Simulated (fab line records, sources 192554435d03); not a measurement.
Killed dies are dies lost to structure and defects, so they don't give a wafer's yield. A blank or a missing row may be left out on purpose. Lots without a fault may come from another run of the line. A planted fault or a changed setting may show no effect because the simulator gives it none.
Split-lot experiment | flow n5_finfet | 7 lots, 36 wafers read, on a route of 1938 steps

THE SPLIT
At N5_BEOL_M4_TRENCH_ETCH_37 (etches SiOC in C4F6/O2, target depth 55.555 nm, time 29.2 s), the setting time_s was moved away from the recipe's 29.2 s on 16 of the 36 wafers read, by -43.6% to +47.3%. The other wafers ran this setting at the recipe's value.

FROM THE SPLIT TO THE READING: what the file shows between them, 8 steps
- N5_BEOL_M4_ETCH_41: etches SiCN in CH3F/O2, target depth 29.9 nm, time 52.5 s
- N5_BEOL_M4_STRIP_97: strips in N2/H2, time 10 s
- N5_BEOL_M4_OCD_MEAS_38
- N5_BEOL_M4_HM_STRIP_39: strips TiN in peroxide tin strip, target depth 25 nm, time 158 s
- N5_BEOL_M4_SRD_40: time 30 s
- N5_BEOL_M4_ECD_50: material Cu, target thk 300 nm
- N5_BEOL_M4_ANNEAL_51: time 90 s
- N5_BEOL_M4_CMP_52: polishes, stops on SiOC, t overpolish 6.8 s, target thk 40 nm

THE READING
M4_THK, in nm, at N5_BEOL_M4_THK_MEAS_53 (measures by xrf). Fault-free wafers of this fab line usually give 39.9 nm, standard deviation 1.6 nm.

wafer  | tool, chamber at the split | time_s as run, s | against the recipe | M4_THK, nm | against lot-mates on the recipe
L074.2 | rie_diel-02, 1             | 29.2             | recipe             | 41.3       | -
L074.4 | rie_diel-02, 3             | 29.2             | recipe             | 41.4       | -
L074.6 | rie_diel-02, 0             | 29.2             | recipe             | 41.2       | -
L077.1 | rie_diel-03, 3             | 29.2             | recipe             | 41.6       | -
L077.2 | rie_diel-03, 0             | 34.33            | +17.6%             | 50.1       | +9.5
L077.3 | rie_diel-03, 2             | 34.33            | +17.6%             | 51.2       | +10.6
L077.4 | rie_diel-03, 1             | 29.2             | recipe             | 39.6       | -
L077.5 | rie_diel-03, 0             | 29.2             | recipe             | 40.7       | -
L077.6 | rie_diel-03, 3             | 34.33            | +17.6%             | 49.8       | +9.2
L081.1 | rie_diel-03, 2             | 29.2             | recipe             | 39.4       | -
L081.2 | rie_diel-03, 0             | 17               | -41.8%             | 16.3       | -23.3
L081.3 | rie_diel-03, 3             | 17               | -41.8%             | 15.9       | -23.7
L081.4 | rie_diel-03, 1             | 17               | -41.8%             | 16.8       | -22.8
L081.5 | rie_diel-03, 0             | 29.2             | recipe             | 38.6       | -
L081.6 | rie_diel-03, 3             | 29.2             | recipe             | 40.7       | -
L085.1 | rie_diel-02, 1             | 33.65            | +15.2%             | 47.7       | +8.6
L085.2 | rie_diel-02, 3             | 29.2             | recipe             | 39.8       | -
L085.4 | rie_diel-02, 2             | 29.2             | recipe             | 39.2       | -
L085.6 | rie_diel-02, 0             | 29.2             | recipe             | 38.2       | -
L089.1 | rie_diel-03, 0             | 16.48            | -43.6%             | 15.7       | -24.3
L089.2 | rie_diel-03, 3             | 16.48            | -43.6%             | 13.8       | -26.2
L089.3 | rie_diel-03, 1             | 29.2             | recipe             | 39.1       | -
L089.4 | rie_diel-03, 2             | 16.48            | -43.6%             | 15.2       | -24.8
L089.5 | rie_diel-03, 2             | 29.2             | recipe             | 41.2       | -
L089.6 | rie_diel-03, 3             | 29.2             | recipe             | 39.6       | -
L093.1 | rie_diel-03, 1             | 29.2             | recipe             | 40.3       | -
L093.2 | rie_diel-03, 2             | 43               | +47.3%             | 69.4       | +29.2
L093.3 | rie_diel-03, 3             | 43               | +47.3%             | 69.8       | +29.6
L093.4 | rie_diel-03, 0             | 43               | +47.3%             | 69.2       | +29.0
L093.5 | rie_diel-03, 0             | 29.2             | recipe             | 40.5       | -
L093.6 | rie_diel-03, 1             | 29.2             | recipe             | 39.9       | -
L096.2 | rie_diel-02, 0             | 24.09            | -17.5%             | 28.4       | -8.5
L096.3 | rie_diel-02, 3             | 24.09            | -17.5%             | 28.6       | -8.3
L096.4 | rie_diel-02, 1             | 29.2             | recipe             | 36.5       | -
L096.5 | rie_diel-02, 1             | 24.09            | -17.5%             | 27.3       | -9.6
L096.6 | rie_diel-02, 0             | 29.2             | recipe             | 37.3       | -

THE FIT
A straight line over all 36 wafers: M4_THK changes by +0.594 nm for each +1% of time_s; r = +1.00; the points scatter about the line by 1.4 nm.
The same after taking each lot's own level away (the mean of its wafers on the recipe; 36 wafers): +0.582 nm for each +1%; r = +1.00; scatter 0.92 nm.
On that fit, the largest move of time_s shifts the reading by 28 nm.
The lots' own levels span 36.90 to 41.30 nm, that is 2.8 times the standard deviation above.
So the lot-to-lot level changes the slope little: the two slopes agree.
Check: with one of the wafers moved furthest among these (+47.3%) left out of the fit, the line predicts +27.6 nm for it against its lot-mates. It came out at +29.2 nm against them.

OTHER SPLITS ON THESE WAFERS
These wafers also went through other splits before the reading. Each is held against what the fit with the lots' levels taken away leaves over:
other split on the same wafers | wafers away from the commonest value | r with M4_THK (lot level and that fit taken away)
N5_BEOL_M3_ETCH_64 time_s      | 15                                   | -0.01

THE WHOLE CHAIN: every reading that the file lists as answering this split, in the file's order
step                      | what it does                                                  | reading                                                                          | change (the file's fit)                                                           | r (the file's)
N5_BEOL_M4_TRENCH_ETCH_37 | etches SiOC in C4F6/O2, target depth 55.555 nm, time 29.2 s   | BEOL_M4.feature_depth_nm (the simulator's own value, which no gauge read)        | +0.573 nm for each +1% of the setting                                             | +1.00
N5_BEOL_M4_TRENCH_ETCH_37 | etches SiOC in C4F6/O2, target depth 55.555 nm, time 29.2 s   | etch.depth_nm (the simulator's own value, which no gauge read)                   | +0.572 nm for each +1% of the setting                                             | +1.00
N5_BEOL_M4_TRENCH_ETCH_37 | etches SiOC in C4F6/O2, target depth 55.555 nm, time 29.2 s   | TiN_of_BEOL_M4_HM_DEP_02.thk_nm (the simulator's own value, which no gauge read) | -0.0234 nm for each +1% of the setting                                            | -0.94
N5_BEOL_M4_OCD_MEAS_38    |                                                               | trench_depth_nm                                                                  | +0.573 nm for each +1% of the setting                                             | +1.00
N5_BEOL_M4_CMP_52         | polishes, stops on SiOC, t overpolish 6.8 s, target thk 40 nm | Cu_of_BEOL_M4_ECD_50.thk_nm (the simulator's own value, which no gauge read)     | +0.566 nm for each +1% of the setting                                             | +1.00
N5_BEOL_M4_THK_MEAS_53    | measures by xrf                                               | M4_THK                                                                           | +0.581 for each +1% of the setting                                                | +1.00
N5_BEOL_M4_RS_MEAS_58     | measures by four-point-probe                                  | M4_RS                                                                            | not straight: 2.65 at the lowest setting, 0.69 at the recipe, 0.35 at the highest | not given

THE FILE'S OWN FIT
M4_THK changes by +0.581 nm for each +1% of time_s, r = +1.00.
